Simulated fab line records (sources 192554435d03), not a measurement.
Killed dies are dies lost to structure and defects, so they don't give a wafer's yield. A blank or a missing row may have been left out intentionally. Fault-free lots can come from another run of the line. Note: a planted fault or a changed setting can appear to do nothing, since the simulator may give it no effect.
Matching of chambers + flow n5 finfet + pecvd-02 running N5_BEOL_M1_ILD_DEP_00: 3 sister chambers
The step deposits SiOC from DEMS/O2, target thk 79 nm, time 15.3 s. 18 wafers are shown with their chamber, then 9 later ones without.

WAFERS, EACH WITH ITS CHAMBER
| wafer  | chamber | heater power w (W) | showerhead plenum p Torr (Torr) | throttle valve pct (%) |
|--------|---------|--------------------|---------------------------------|------------------------|
| L074.2 | 0       | 477                | 5.700                           | 11.6                   |
| L074.3 | 1       | 546                | 5.675                           | 11.7                   |
| L074.5 | 2       | 385                | 5.690                           | 11.7                   |
| L076.2 | 2       | 344                | 5.686                           | 11.7                   |
| L076.4 | 0       | 444                | 5.699                           | 11.4                   |
| L076.5 | 1       | 608                | 5.675                           | 11.7                   |
| L078.1 | 0       | 477                | 5.687                           | 11.5                   |
| L078.3 | 1       | 596                | 5.689                           | 11.9                   |
| L078.5 | 2       | 373                | 5.693                           | 12.0                   |
| L079.3 | 0       | 402                | 5.704                           | 11.8                   |
| L079.4 | 1       | 588                | 5.678                           | 11.6                   |
| L079.6 | 2       | 362                | 5.676                           | 11.8                   |
| L088.1 | 1       | 575                | 5.671                           | 11.7                   |
| L088.3 | 2       | 374                | 5.700                           | 12.1                   |
| L088.5 | 1       | 576                | 5.677                           | 11.5                   |
| L089.3 | 2       | 326                | 5.704                           | 11.7                   |
| L089.5 | 2       | 337                | 5.694                           | 12.1                   |
| L089.6 | 1       | 614                | 5.683                           | 11.7                   |

SIGNATURES (averages over the wafers above)
| reading                  | chamber 0 | chamber 1 | chamber 2 | scatter within a chamber |
|--------------------------|-----------|-----------|-----------|--------------------------|
| heater power w           | 450.00    | 586.14    | 357.29    | 25.7                     |
| showerhead plenum p Torr | 5.69750   | 5.67829   | 5.69186   | 0.00767                  |
| throttle valve pct       | 11.575    | 11.686    | 11.871    | 0.161                    |
Rule: for each reading, subtract the chamber's mean from the wafer's reading, divide by that reading's scatter and square the result; add these up over the readings and take the root, which gives the wafer's distance from the chamber. If the next closest chamber is less than 2 further off than the closest, the wafer can't be placed; otherwise it belongs to the closest. How the scatter is found: for the shown wafers, subtract from each reading the mean of its chamber, square and add these, divide the total by (wafers less chambers), then take the root.

WAFERS WITHOUT THEIR CHAMBER
| wafer  | heater power w (W) | showerhead plenum p Torr (Torr) | throttle valve pct (%) |
|--------|--------------------|---------------------------------|------------------------|
| L090.1 | 608                | 5.683                           | 12.0                   |
| L090.2 | 383                | 5.684                           | 12.2                   |
| L090.4 | 435                | 5.692                           | 11.9                   |
| L095.1 | 337                | 5.684                           | 12.0                   |
| L095.2 | 450                | 5.697                           | 11.6                   |
| L095.5 | 445                | 5.682                           | 11.6                   |
| L097.2 | 479                | 5.697                           | 11.8                   |
| L097.5 | 480                | 5.696                           | 11.5                   |
| L097.6 | 365                | 5.690                           | 12.3                   |

CHAMBER TAKEN BY EACH
| wafer  | from the rows above     | in truth |
|--------|-------------------------|----------|
| L090.1 | 1                       | 1        |
| L090.2 | 2                       | 2        |
| L090.4 | can't be placed: 0 or 2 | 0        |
| L095.1 | 2                       | 2        |
| L095.2 | 0                       | 0        |
| L095.5 | can't be placed: 0 or 2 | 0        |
| L097.2 | 0                       | 0        |
| L097.5 | 0                       | 0        |
| L097.6 | 2                       | 2        |
7 of 9 placed correctly. From these rows, 2 cannot be placed; in 2 the true chamber is one of the candidates. Number placed wrongly: 0.
